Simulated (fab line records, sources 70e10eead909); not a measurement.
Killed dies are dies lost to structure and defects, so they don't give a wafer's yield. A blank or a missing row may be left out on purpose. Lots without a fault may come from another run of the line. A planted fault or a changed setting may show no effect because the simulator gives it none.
fab line records | flow nand_harc
record lots=24 wafers=72 last_day=34
route steps=1302 shown A_CHANNEL_HOLE_D2@595 A_STAIRCASE@669
lots that met no fault: from a run of the same line without faults
start_h: hours from the record's first day to the start of the lot's first wafer shown | wait_h: hours since the lot's step before | " the same as in the row above | L1.1+2: a row that stands for several wafers | - no value, or no start given | * or withheld: withheld | < > ~ a bound
route shown NAME@n: a module of which the file shows steps, and the number in the route of the first | usual: mean/standard deviation of fault-free wafers | same: alike in all rows | chamber/n: place in a boat | sites: the reading at each site | _std_site: their standard deviation | _edge_site: outer sites' mean less inner sites' | radius_mm: how far each site lies from the wafer's centre | mask NAME#n: copy n | behind: the tool/chamber that last shaped the wafer | hold: why the lot was held/for how many hours/how that ended | device: the transistor (n, p or np) that didn't switch | end of line: the same wafers' tests at the end of the route | a step without rows: its recipe alone | killed: dies lost to structure and defects at the first sort, not the wafer's yield | map: a wafer's dies, x killed, . not, _ none there
set.NAME: the setting as run; set.NAME@STEP: as run at that earlier step | model.NAME: the simulator's own value behind a step, which no gauge read
steps of the route over a sample of lots; a table a step, a row a wafer
services: from which hour (start_h, from the record's first day; less than 0 if before it) a tool's chamber was out of use, for how many hours, and why
## steps
# step NHARC_A_CHANNEL_HOLE_D2_ETCH_23
# recipe bias_v=5000 source_w=withheld pressure_mtorr=20 time_s=819 ar_flow_sccm=375 c4f8_flow_sccm=89.3 o2_flow_sccm=35.7 temp_c=-20 target_depth_a=16000 chemistry=C4F8/O2/Ar
# usual c4f8_flow_sccm=89.24/0.24 drypump_motor_current_A=5.1/0.49 showerhead_plenum_p_Torr=3.66/0.04 throttle_valve_pct=32.154/0.0092
# columns lot.wafer tool chamber start_h wait_h c4f8_flow_sccm drypump_motor_current_A rf_hours_counter_h showerhead_plenum_p_Torr throttle_valve_pct
L074.3 har_etch-01 1 292.87 0.5 89.21 4.7 - 3.70 32.158
L074.6 " 1 " " 89.22 4.7 - 3.70 32.162
L074.5 " 0 " " 88.67 5.9 - 3.70 32.147
L075.2 har_etch-02 1 314.09 0.5 89.28 5.1 357 3.73 32.151
L075.4 " 0 " " 88.88 4.7 - 3.64 32.148
L075.5 " 1 " " 89.25 5.1 - 3.73 32.161
L076.1 har_etch-01 0 316.10 0.5 89.16 6.0 166 3.69 32.137
L076.4 " 0 " " 89.36 5.9 - 3.69 32.160
L076.3 " 1 " " 88.99 4.7 - 3.69 32.145
L077.1 har_etch-01 0 330.98 0.5 89.22 5.9 170 3.69 32.144
L077.4 " 1 " " 88.87 4.7 - 3.69 32.169
L077.5 " 1 " " 89.17 4.7 - 3.69 32.154
L079.1 har_etch-01 1 339.34 0.5 89.28 4.7 177 3.68 32.166
L079.4 " 0 " " 89.26 5.9 - 3.68 32.147
L079.3 " 1 " " 89.17 4.7 - 3.68 32.148
L078.2 har_etch-02 0 340.48 0.5 88.81 4.7 395 3.63 32.155
L078.3 " 0 " " 89.39 4.7 - 3.63 32.163
L078.4 " 1 " " 89.29 5.1 - 3.72 32.154
L080.2 har_etch-02 1 352.29 0.5 89.50 5.1 380 3.72 32.152
L080.4 " 0 " " 89.36 4.7 - 3.63 32.132
L080.3 " 1 " " 89.50 5.1 - 3.72 32.151
L081.3 har_etch-02 1 376.95 0.5 89.43 5.1 - 3.71 32.155
L081.5 " 0 " " 89.37 4.7 - 3.62 32.139
L081.6 " 1 " " 89.27 5.1 - 3.71 32.156
L082.1 har_etch-01 0 379.96 0.5 89.55 6.0 200 3.67 32.166
L082.4 " 1 " " 89.15 4.8 - 3.67 32.167
L082.6 " 0 " " 89.22 6.0 - 3.67 32.162
L083.3 har_etch-01 1 396.46 0.5 89.36 4.7 - 3.66 32.157
L083.4 " 0 " " 89.23 5.9 - 3.66 32.161
L083.6 " 0 " " 89.09 5.9 - 3.66 32.144
L085.1 har_etch-01 0 400.96 0.5 88.91 5.9 219 3.66 32.148
L085.4 " 1 " " 89.14 4.7 - 3.66 32.148
L085.5 " 1 " " 89.19 4.8 - 3.66 32.145
L084.2 har_etch-02 1 402.15 0.5 89.42 5.1 5 3.71 32.160
L084.1 " 0 " " 89.10 4.7 5 3.61 32.163
L084.6 " 0 " " 89.13 4.7 - 3.61 32.163
L086.1 har_etch-02 1 413.73 0.5 89.20 5.1 13 3.71 32.153
L086.3 " 1 " " 89.35 5.1 - 3.71 32.156
L086.4 " 0 " " 89.07 4.7 - 3.61 32.143
L087.1 har_etch-01 0 414.01 0.5 89.50 6.0 231 3.65 32.157
L087.6 " 1 " " 89.62 4.7 - 3.65 32.161
L087.5 " 0 " " 89.29 6.0 - 3.65 32.144
L089.1 har_etch-02 0 441.93 0.5 89.33 4.7 28 3.60 32.176
L089.3 " 0 " " 89.57 4.7 - 3.60 32.161
L089.6 " 0 " " 89.60 4.7 - 3.60 32.166
L088.1 har_etch-01 0 443.69 0.5 89.38 5.9 246 3.65 32.147
L088.5 " 0 " " 89.13 5.9 - 3.65 32.155
L088.6 " 1 " " 89.34 4.7 - 3.65 32.158
L090.2 har_etch-02 1 461.99 0.5 89.56 5.1 36 3.69 32.172
L090.6 " 1 " " 89.67 5.1 - 3.69 32.149
L090.5 " 0 " " 88.94 4.7 - 3.60 32.164
L091.2 har_etch-01 1 473.80 0.5 88.76 4.8 261 3.64 32.147
L091.3 " 0 " " 89.55 5.9 - 3.64 32.147
L091.5 " 0 " " 89.80 5.9 - 3.64 32.149
L092.2 har_etch-02 0 474.74 0.5 88.94 4.7 48 3.59 32.154
L092.3 " 0 " " 88.87 4.8 - 3.59 32.151
L092.5 " 0 " " 88.95 4.7 - 3.59 32.136
L093.2 har_etch-02 0 489.14 0.5 89.36 4.7 55 3.59 32.173
L093.4 " 1 " " 89.25 5.1 - 3.68 32.155
L093.5 " 0 " " 89.09 4.7 - 3.59 32.147
L094.2 har_etch-01 1 491.55 0.5 89.56 4.7 272 3.63 32.148
L094.3 " 0 " " 89.02 5.9 - 3.63 32.149
L094.5 " 1 " " 89.13 4.7 - 3.63 32.145
L096.1 har_etch-02 1 516.13 0.5 89.34 5.1 70 3.67 32.147
L096.4 " 1 " " 89.26 5.1 - 3.67 32.160
L096.3 " 0 " " 89.11 4.7 - 3.58 32.140
L095.4 har_etch-01 1 516.80 0.5 89.11 4.7 - 3.62 32.151
L095.3 " 0 " " 89.55 5.9 - 3.62 32.168
L095.6 " 0 " " 89.30 5.9 - 3.62 32.135
L097.1 har_etch-02 0 546.64 0.5 89.06 4.7 86 3.57 32.177
L097.4 " 1 " " 89.22 5.1 - 3.67 32.162
L097.5 " 1 " " 89.54 5.1 - 3.67 32.164
# step NHARC_A_STAIRCASE_ETCH_13
# recipe target_depth_a=1000 time_s=40.5 ion_energy_ev=400 c4f8_flow_sccm=20 o2_flow_sccm=10 ar_flow_sccm=withheld rf_w=600 bias_w=1000 chemistry=C4F8/O2
# usual oes_product_au=0.944/0.014 rf_vpp_V=895/4.5
# columns lot.wafer tool chamber start_h wait_h oes_product_au rf_hours_counter_h rf_vpp_V
L074.3 rie_diel-08 1 - - 0.943 55 892
L074.5 " 2 " " 0.925 - 900
L074.6 " 3 " " 0.935 - 901
L076.1 rie_diel-07 2 - - 0.949 26 895
L076.3 " 0 " " 0.942 23 895
L076.4 " 1 " " 0.964 23 891
L075.4 rie_diel-12 1 - - 0.992 29 891
L075.2 " 2 " " 0.951 25 898
L075.5 " 2 " " 0.936 - 901
L077.1 rie_diel-07 2 - - 0.960 30 895
L077.4 " 1 " " 0.938 - 892
L077.5 " 3 " " 0.936 - 891
L079.4 rie_diel-08 3 - - 0.965 5 902
L079.3 " 0 " " 0.952 8 886
L079.1 " 1 " " 0.951 8 891
L078.2 rie_diel-07 3 - - 0.943 34 890
L078.3 " 2 " " 0.976 34 894
L078.4 " 1 " " 0.952 - 892
L080.2 rie_diel-08 1 - - 0.963 13 890
L080.3 " 3 " " 0.954 11 901
L080.4 " 0 " " 0.922 15 886
L081.3 rie_diel-08 1 - - 0.946 19 890
L081.5 " 2 " " 0.933 - 899
L081.6 " 1 " " 0.942 - 892
L082.4 rie_diel-08 3 - - 0.949 18 900
L082.1 " 2 " " 0.960 17 899
L082.6 " 0 " " 0.954 - 887
L083.4 rie_diel-08 3 - - 0.941 23 900
L083.3 " 0 " " 0.931 26 886
L083.6 " 1 " " 0.943 - 893
L084.1 rie_diel-12 1 - - 0.924 2 892
L084.2 " 2 " " 0.941 1 898
L084.6 " 2 " " 0.936 - 898
L085.4 rie_diel-12 2 - - 0.925 2 899
L085.1 " 0 " " 0.938 3 893
L085.5 " 3 " " 0.924 - 898
L087.1 rie_diel-07 0 - - 0.938 47 894
L087.6 " 1 " " 0.933 - 889
L087.5 " 2 " " 0.947 - 895
L086.1 rie_diel-08 1 - - 0.951 34 891
L086.3 " 2 " " 0.944 30 899
L086.4 " 0 " " 0.938 32 886
L088.1 rie_diel-08 1 - - 0.955 43 891
L088.6 " 2 " " 0.927 - 899
L088.5 " 3 " " 0.962 - 901
L089.1 rie_diel-12 2 - - 0.946 15 897
L089.3 " 1 " " 0.940 21 892
L089.6 " 2 " " 0.950 - 898
L090.2 rie_diel-12 2 - - 0.954 22 898
L090.6 " 3 " " 0.949 - 900
L090.5 " 0 " " 0.945 - 892
L091.3 rie_diel-12 3 - - 0.945 25 900
L091.2 " 0 " " 0.953 28 893
L091.5 " 0 " " 0.948 - 892
L092.3 rie_diel-08 1 - - 0.968 52 891
L092.2 " 2 " " 0.951 46 897
L092.5 " 0 " " 0.950 - 885
L093.2 rie_diel-12 2 - - 0.963 29 898
L093.4 " 0 " " 0.940 - 892
L093.5 " 2 " " 0.965 - 897
L094.3 rie_diel-12 3 - - 0.920 35 898
L094.2 " 2 " " 0.943 35 899
L094.5 " 3 " " 0.929 - 899
L096.1 rie_diel-12 1 - - 0.958 43 891
L096.3 " 3 " " 0.937 42 900
L096.4 " 0 " " 0.948 48 890
L095.3 rie_diel-12 3 - - 0.922 42 897
L095.4 " 2 " " 0.941 40 897
L095.6 " 0 " " 0.937 - 893
L097.1 rie_diel-12 2 - - 0.965 43 898
L097.4 " 3 " " 0.955 48 898
L097.5 " 0 " " 0.953 - 892
# step NHARC_A_STAIRCASE_ETCH_27
# recipe target_depth_a=1000 time_s=40.5 ion_energy_ev=400 c4f8_flow_sccm=20 o2_flow_sccm=10 ar_flow_sccm=withheld rf_w=600 bias_w=1000 chemistry=C4F8/O2
# usual oes_product_au=0.941/0.013 rf_vpp_V=894/3.8
# columns lot.wafer tool chamber start_h wait_h oes_product_au rf_hours_counter_h rf_vpp_V
L074.3 rie_diel-12 0 - - 0.925 17 895
L074.6 " 1 " " 0.939 - 893
L074.5 " 2 " " 0.933 - 900
L076.4 rie_diel-07 3 - - 0.936 26 890
L076.3 " 0 " " 0.931 24 895
L076.1 " 1 " " 0.935 24 892
L075.4 rie_diel-12 2 - - 0.949 26 900
L075.2 " 0 " " 0.946 22 893
L075.5 " 1 " " 0.927 - 892
L077.1 rie_diel-07 3 - - 0.947 30 890
L077.5 " 2 " " 0.966 - 894
L077.4 " 1 " " 0.940 - 891
L079.3 rie_diel-08 3 - - 0.932 10 901
L079.4 " 0 " " 0.915 12 887
L079.1 " 1 " " 0.948 11 890
L078.2 rie_diel-07 1 - - 0.947 36 890
L078.4 " 2 " " 0.980 39 896
L078.3 " 3 " " 0.933 39 891
L080.4 rie_diel-12 2 - - 0.941 40 899
L080.2 " 0 " " 0.915 38 894
L080.3 " 1 " " 0.925 44 891
L081.3 rie_diel-08 3 - - 0.949 18 901
L081.6 " 1 " " 0.956 - 892
L081.5 " 3 " " 0.944 - 902
L082.1 rie_diel-08 2 - - 0.950 17 900
L082.4 " 3 " " 0.934 19 900
L082.6 " 1 " " 0.966 - 893
L083.3 rie_diel-07 2 - - 0.944 46 894
L083.4 " 0 " " 0.943 39 893
L083.6 " 3 " " 0.946 - 891
L084.1 rie_diel-12 1 - - 0.922 3 891
L084.2 " 2 " " 0.924 2 899
L084.6 " 3 " " 0.932 - 899
L085.1 rie_diel-07 0 - - 0.960 45 894
L085.4 " 2 " " 0.952 51 893
L085.5 " 1 " " 0.939 - 891
L087.1 rie_diel-07 1 - - 0.940 56 889
L087.6 " 0 " " 0.935 - 893
L087.5 " 1 " " 0.941 - 890
L086.3 rie_diel-12 1 - - 0.926 7 893
L086.1 " 2 " " 0.931 5 899
L086.4 " 3 " " 0.939 6 900
L088.1 rie_diel-08 2 - - 0.940 40 899
L088.5 " 1 " " 0.952 - 890
L088.6 " 2 " " 0.948 - 899
L089.1 rie_diel-12 2 - - 0.939 16 897
L089.3 " 3 " " 0.941 15 899
L089.6 " 3 " " 0.944 - 898
L090.2 rie_diel-07 0 - - 0.946 9 893
L090.5 " 2 " " 0.949 - 895
L090.6 " 3 " " 0.939 - 889
L092.3 rie_diel-07 3 - - 0.934 13 890
L092.2 " 0 " " 0.941 11 894
L092.5 " 2 " " 0.941 - 893
L091.3 rie_diel-12 1 - - 0.935 30 890
L091.2 " 3 " " 0.940 25 900
L091.5 " 1 " " 0.953 - 892
L093.2 rie_diel-07 3 - - 0.912 22 889
L093.4 " 2 " " 0.929 20 894
L093.5 " 3 " " 0.908 - 888
L094.3 rie_diel-12 3 - - 0.919 36 898
L094.2 " 0 " " 0.938 42 892
L094.5 " 2 " " 0.940 - 896
L096.1 rie_diel-07 0 - - 0.965 31 893
L096.4 " 1 " " 0.942 29 892
L096.3 " 2 " " 0.944 30 895
L095.4 rie_diel-07 2 - - 0.950 30 895
L095.3 " 3 " " 0.937 33 887
L095.6 " 2 " " 0.955 - 894
L097.4 rie_diel-12 2 - - 0.961 44 898
L097.1 " 3 " " 0.923 48 898
L097.5 " 1 " " 0.925 - 890
# step NHARC_A_STAIRCASE_STRIP_175
# recipe power_w=1500 temp_c=250 chemistry=O2
# usual drypump_motor_current_A=5.9/0.48 heater_power_w=357/33
# columns lot.wafer tool chamber start_h wait_h drypump_motor_current_A heater_power_w rf_hours_counter_h
L074.3 plasma_asher-02 1 353.23 0.2 5.7 381 -
L074.6 " 0 " " 5.4 379 -
L074.5 " 1 " " 5.7 385 -
L076.1 plasma_asher-02 1 372.73 0.2 5.7 387 25
L076.3 " 1 " " 5.7 389 -
L076.4 " 0 " " 5.4 392 -
L075.2 plasma_asher-02 0 373.19 0.4 5.4 381 25
L075.4 " 1 " " 5.7 382 -
L075.5 " 0 " " 5.3 384 -
L077.1 plasma_asher-02 1 388.07 0.1 5.7 381 26
L077.4 " 0 " " 5.3 382 -
L077.5 " 1 " " 5.7 387 -
L079.1 plasma_asher-01 1 404.25 0.1 5.8 332 12
L079.3 " 0 " " 6.6 313 -
L079.4 " 1 " " 5.8 331 -
L078.2 plasma_asher-01 1 405.45 0.4 5.8 338 13
L078.4 " 1 " " 5.8 325 -
L078.3 " 0 " " 6.6 319 -
L080.2 plasma_asher-02 0 411.01 0.1 5.3 369 31
L080.3 " 0 " " 5.3 379 -
L080.4 " 1 " " 5.7 376 -
L081.3 plasma_asher-01 1 434.72 0.2 5.8 325 -
L081.5 " 1 " " 5.8 327 -
L081.6 " 0 " " 6.7 328 -
L082.1 plasma_asher-01 1 437.76 0.1 5.8 325 19
L082.4 " 1 " " 5.8 332 -
L082.6 " 1 " " 5.8 327 -
L083.3 plasma_asher-01 0 453.31 0.2 6.7 334 -
L083.4 " 1 " " 5.8 331 -
L083.6 " 1 " " 5.8 316 -
L084.2 plasma_asher-02 0 462.24 0.2 5.4 401 6
L084.1 " 1 " " 5.7 391 6
L084.6 " 0 " " 5.3 388 -
L085.1 plasma_asher-01 0 465.94 0.1 6.7 321 26
L085.4 " 0 " " 6.7 328 -
L085.5 " 1 " " 5.8 326 -
L087.1 plasma_asher-01 1 471.54 0.4 5.8 331 27
L087.6 " 0 " " 6.6 324 -
L087.5 " 1 " " 5.8 326 -
L086.1 plasma_asher-02 0 471.84 0.1 5.4 404 8
L086.4 " 0 " " 5.3 388 -
L086.3 " 1 " " 5.7 401 -
L088.1 plasma_asher-02 0 501.15 0.1 5.3 385 14
L088.6 " 0 " " 5.3 398 -
L088.5 " 1 " " 5.7 390 -
L089.1 plasma_asher-01 0 501.31 0.1 6.6 326 34
L089.3 " 0 " " 6.6 330 -
L089.6 " 1 " " 5.8 326 -
L090.2 plasma_asher-02 0 520.19 0.2 5.4 396 18
L090.6 " 1 " " 5.7 405 -
L090.5 " 0 " " 5.4 390 -
L092.2 plasma_asher-01 1 531.97 0.1 5.8 317 1
L092.3 " 0 " " 6.6 317 -
L092.5 " 0 " " 6.7 304 -
L091.2 plasma_asher-02 1 532.24 0.1 5.7 405 22
L091.3 " 0 " " 5.3 387 -
L091.5 " 1 " " 5.7 401 -
L093.2 plasma_asher-01 0 549.00 0.1 6.6 318 3
L093.4 " 1 " " 5.8 323 -
L093.5 " 1 " " 5.8 314 -
L094.2 plasma_asher-01 1 554.69 0.1 5.8 319 5
L094.3 " 1 " " 5.8 324 -
L094.5 " 1 " " 5.8 322 -
L096.1 plasma_asher-01 0 574.43 0.1 6.7 322 9
L096.4 " 1 " " 5.8 320 -
L096.3 " 0 " " 6.7 315 -
L095.3 plasma_asher-02 1 574.68 0.2 5.7 396 -
L095.4 " 0 " " 5.4 397 -
L095.6 " 1 " " 5.7 396 -
L097.1 plasma_asher-02 0 601.73 0.1 5.3 391 35
L097.4 " 0 " " 5.3 375 -
L097.5 " 0 " " 5.3 378 -
# step NHARC_A_STAIRCASE_TRIM_191
# recipe time_s=211.2 o2_flow_sccm=500 ar_flow_sccm=0 bias_w=0 chemistry=O2
# usual drypump_motor_current_A=5.8/0.4 oes_product_au=0.999/0.011 rf_vpp_V=57.6/0.89 showerhead_plenum_p_Torr=3.49/0.12 throttle_valve_pct=17.036/0.009
# columns lot.wafer tool chamber start_h wait_h drypump_motor_current_A oes_product_au rf_hours_counter_h rf_vpp_V showerhead_plenum_p_Torr throttle_valve_pct
L074.3 rie_diel-12 3 - - 6.0 1.002 25 59.2 3.63 17.040
L074.5 " 2 " " 5.8 0.991 - 58.5 3.62 17.044
L074.6 " 3 " " 6.0 1.009 - 57.9 3.63 17.038
L076.3 rie_diel-07 2 - - 5.9 1.008 27 58.0 3.51 17.050
L076.1 " 1 " " 6.3 0.990 24 57.7 3.40 17.025
L076.4 " 2 " " 6.0 1.015 - 57.9 3.51 17.036
L075.2 rie_diel-07 3 - - 4.8 1.010 27 56.3 3.37 17.038
L075.4 " 2 " " 5.9 1.018 - 58.8 3.51 17.037
L075.5 " 3 " " 4.9 1.001 - 57.1 3.37 17.020
L077.4 rie_diel-12 1 - - 5.6 0.988 36 57.1 3.42 17.032
L077.1 " 0 " " 5.8 0.982 29 58.0 3.45 17.040
L077.5 " 1 " " 5.6 0.985 - 59.4 3.42 17.051
L078.4 rie_diel-12 2 - - 5.9 1.000 38 57.4 3.61 17.042
L078.2 " 3 " " 6.1 1.000 43 58.0 3.62 17.039
L078.3 " 0 " " 5.8 0.985 36 58.0 3.45 17.045
L079.3 rie_diel-08 0 - - 5.8 0.980 14 56.6 3.29 17.043
L079.4 " 1 " " 5.5 1.014 13 57.4 3.41 17.022
L079.1 " 2 " " 5.9 0.984 10 58.3 3.62 17.043
L080.2 rie_diel-07 2 - - 6.0 1.021 41 58.6 3.50 17.031
L080.3 " 0 " " 5.8 0.986 27 57.8 3.49 17.038
L080.4 " 1 " " 6.3 0.996 38 56.5 3.39 17.023
L081.3 rie_diel-12 0 - - 5.8 1.003 47 56.7 3.44 17.032
L081.6 " 2 " " 5.9 1.002 - 57.7 3.61 17.038
L081.5 " 3 " " 6.0 1.002 - 57.8 3.61 17.046
L082.4 rie_diel-08 3 - - 6.5 0.999 19 56.2 3.66 17.033
L082.1 " 0 " " 5.8 0.992 21 57.6 3.28 17.052
L082.6 " 2 " " 5.9 1.000 - 58.0 3.62 17.036
L083.4 rie_diel-08 1 - - 5.5 1.004 29 57.6 3.40 17.016
L083.3 " 2 " " 5.9 0.999 25 58.4 3.61 17.041
L083.6 " 1 " " 5.5 1.007 - 57.3 3.40 17.055
L084.1 rie_diel-07 0 - - 5.8 1.005 45 57.0 3.48 17.044
L084.2 " 1 " " 6.3 1.012 53 58.3 3.38 17.039
L084.6 " 3 " " 4.9 0.994 - 56.7 3.36 17.032
L085.4 rie_diel-07 1 - - 6.3 1.000 54 58.2 3.38 17.035
L085.1 " 3 " " 4.9 0.992 58 57.0 3.36 17.033
L085.5 " 1 " " 6.3 1.007 - 57.9 3.38 17.024
L087.1 rie_diel-08 2 - - 5.9 1.004 34 58.7 3.61 17.024
L087.5 " 2 " " 6.0 1.001 - 57.4 3.61 17.042
L087.6 " 3 " " 6.4 1.007 - 57.1 3.65 17.033
L086.1 rie_diel-08 2 - - 5.9 1.008 34 57.9 3.61 17.045
L086.3 " 3 " " 6.4 1.011 35 58.2 3.65 17.024
L086.4 " 0 " " 5.8 0.985 38 57.0 3.28 17.016
L088.1 rie_diel-07 2 - - 6.0 0.985 5 58.6 3.50 17.036
L088.5 " 2 " " 5.9 0.985 - 56.9 3.50 17.039
L088.6 " 3 " " 4.9 0.982 - 56.2 3.35 17.020
L089.3 rie_diel-12 0 - - 5.8 1.004 20 56.7 3.43 17.035
L089.1 " 2 " " 5.8 1.002 16 58.0 3.60 17.062
L089.6 " 3 " " 6.1 0.980 - 58.9 3.60 17.036
L090.2 rie_diel-07 3 - - 4.9 0.997 12 56.7 3.35 17.027
L090.5 " 0 " " 5.8 0.995 - 57.5 3.47 17.027
L090.6 " 1 " " 6.3 1.003 - 58.0 3.38 17.042
L092.2 rie_diel-08 3 - - 6.4 1.003 46 57.9 3.64 17.030
L092.3 " 0 " " 5.8 0.995 49 58.5 3.27 17.025
L092.5 " 0 " " 5.8 0.995 - 56.9 3.27 17.040
L091.3 rie_diel-07 1 - - 6.3 1.008 12 57.4 3.38 17.037
L091.2 " 0 " " 5.9 0.992 12 57.9 3.47 17.031
L091.5 " 1 " " 6.3 1.010 - 57.7 3.38 17.049
L093.2 rie_diel-12 1 - - 5.6 0.998 37 56.1 3.39 17.040
L093.4 " 3 " " 6.0 0.982 35 57.1 3.59 17.048
L093.5 " 0 " " 5.8 0.988 - 56.4 3.42 17.009
L094.3 rie_diel-08 1 - - 5.5 1.011 1 56.3 3.39 17.038
L094.2 " 2 " " 5.9 0.999 1 58.4 3.60 17.027
L094.5 " 3 " " 6.4 0.988 - 58.3 3.64 17.040
L096.4 rie_diel-07 3 - - 4.9 0.999 33 58.1 3.34 17.032
L096.1 " 0 " " 5.8 1.009 32 58.6 3.46 17.037
L096.3 " 1 " " 6.3 1.008 29 58.2 3.37 17.035
L095.3 rie_diel-12 2 - - 5.9 1.012 42 58.2 3.58 17.047
L095.4 " 3 " " 6.1 0.977 44 57.3 3.58 17.042
L095.6 " 2 " " 5.9 1.011 - 58.1 3.58 17.024
L097.4 rie_diel-12 1 - - 5.6 0.991 50 57.5 3.38 17.032
L097.1 " 2 " " 5.9 1.025 44 57.9 3.58 17.023
L097.5 " 2 " " 5.8 1.008 - 55.9 3.58 17.030
# step NHARC_A_STAIRCASE_ETCH_203
# recipe target_depth_a=1000 time_s=40.5 ion_energy_ev=400 c4f8_flow_sccm=20 o2_flow_sccm=10 ar_flow_sccm=withheld rf_w=600 bias_w=1000 chemistry=C4F8/O2
# usual oes_product_au=0.938/0.013 rf_vpp_V=894/4.1
# columns lot.wafer tool chamber start_h wait_h oes_product_au rf_hours_counter_h rf_vpp_V
L074.3 rie_diel-08 1 - - 0.944 57 892
L074.5 " 1 " " 0.938 - 893
L074.6 " 2 " " 0.943 - 900
L076.1 rie_diel-12 3 - - 0.926 30 899
L076.4 " 0 " " 0.916 23 895
L076.3 " 1 " " 0.916 32 891
L075.2 rie_diel-07 3 - - 0.937 28 892
L075.5 " 2 " " 0.955 - 896
L075.4 " 1 " " 0.949 - 891
L077.4 rie_diel-12 1 - - 0.921 37 894
L077.1 " 0 " " 0.928 30 893
L077.5 " 2 " " 0.929 - 899
L078.4 rie_diel-07 0 - - 0.908 26 895
L078.2 " 1 " " 0.936 37 891
L078.3 " 2 " " 0.971 40 895
L079.4 rie_diel-12 3 - - 0.932 44 900
L079.1 " 0 " " 0.937 37 892
L079.3 " 2 " " 0.933 39 899
L080.3 rie_diel-08 2 - - 0.931 12 900
L080.4 " 3 " " 0.948 13 899
L080.2 " 1 " " 0.949 15 892
L081.3 rie_diel-07 0 - - 0.929 34 893
L081.5 " 3 " " 0.938 - 888
L081.6 " 0 " " 0.937 - 893
L082.1 rie_diel-07 3 - - 0.933 46 889
L082.6 " 3 " " 0.934 - 890
L082.4 " 0 " " 0.930 - 893
L083.3 rie_diel-07 0 - - 0.936 40 895
L083.4 " 3 " " 0.937 52 889
L083.6 " 0 " " 0.938 - 894
L084.1 rie_diel-08 0 - - 0.945 31 887
L084.2 " 1 " " 0.962 33 891
L084.6 " 0 " " 0.938 - 885
L085.4 rie_diel-12 2 - - 0.943 4 899
L085.1 " 3 " " 0.936 5 900
L085.5 " 0 " " 0.945 - 894
L087.1 rie_diel-08 2 - - 0.940 35 899
L087.5 " 1 " " 0.951 - 892
L087.6 " 2 " " 0.934 - 898
L086.3 rie_diel-08 3 - - 0.940 36 901
L086.4 " 1 " " 0.940 39 892
L086.1 " 2 " " 0.936 35 900
L088.1 rie_diel-07 3 - - 0.922 6 888
L088.5 " 1 " " 0.962 - 890
L088.6 " 2 " " 0.943 - 895
L089.3 rie_diel-12 0 - - 0.920 22 894
L089.1 " 1 " " 0.906 24 890
L089.6 " 2 " " 0.917 - 899
L090.2 rie_diel-07 0 - - 0.938 10 894
L090.6 " 2 " " 0.941 - 894
L090.5 " 3 " " 0.945 - 890
L091.3 rie_diel-12 0 - - 0.953 33 894
L091.2 " 3 " " 0.922 28 897
L091.5 " 1 " " 0.949 - 890
L092.3 rie_diel-08 3 - - 0.950 50 901
L092.2 " 1 " " 0.964 55 891
L092.5 " 3 " " 0.936 - 899
L093.2 rie_diel-12 0 - - 0.927 41 893
L093.4 " 1 " " 0.917 38 891
L093.5 " 1 " " 0.929 - 889
L094.2 rie_diel-07 2 - - 0.953 26 893
L094.3 " 3 " " 0.930 29 890
L094.5 " 0 " " 0.942 - 894
L096.4 rie_diel-07 0 - - 0.963 32 892
L096.1 " 2 " " 0.948 31 895
L096.3 " 3 " " 0.923 34 889
L095.3 rie_diel-12 0 - - 0.948 50 893
L095.4 " 1 " " 0.936 45 892
L095.6 " 1 " " 0.935 - 889
L097.1 rie_diel-12 3 - - 0.927 50 899
L097.4 " 1 " " 0.914 51 889
L097.5 " 0 " " 0.927 - 893
## services
# columns tool chamber start_h hours kind
rie_diel-12 - 269.73 9.0 pm
rie_diel-12 2 283.17 8.2 repair
rie_diel-12 0 285.25 17.2 repair
rie_diel-07 - 294.28 9.0 pm
har_etch-02 - 320.28 0.7 repair
rie_diel-08 2 342.26 1.4 repair
plasma_asher-01 - 342.26 9.0 pm
rie_diel-07 3 347.17 4.9 repair
rie_diel-08 - 367.88 9.0 pm
plasma_asher-02 - 376.64 5.6 repair
har_etch-02 - 379.36 17.0 pm
rie_diel-07 0 385.23 18.2 repair
plasma_asher-01 - 413.87 0.7 repair
plasma_asher-02 - 426.41 9.0 pm
har_etch-02 - 428.05 0.5 repair
rie_diel-08 0 431.78 2.8 repair
rie_diel-12 - 447.46 9.0 pm
plasma_asher-02 - 452.88 1.6 repair
rie_diel-08 0 481.63 3.7 repair
rie_diel-08 - 488.25 0.8 repair
rie_diel-12 1 544.04 2.3 repair
rie_diel-08 - 544.88 9.0 pm
rie_diel-12 2 582.04 17.2 repair
rie_diel-08 3 590.36 5.6 repair
## key
fault none
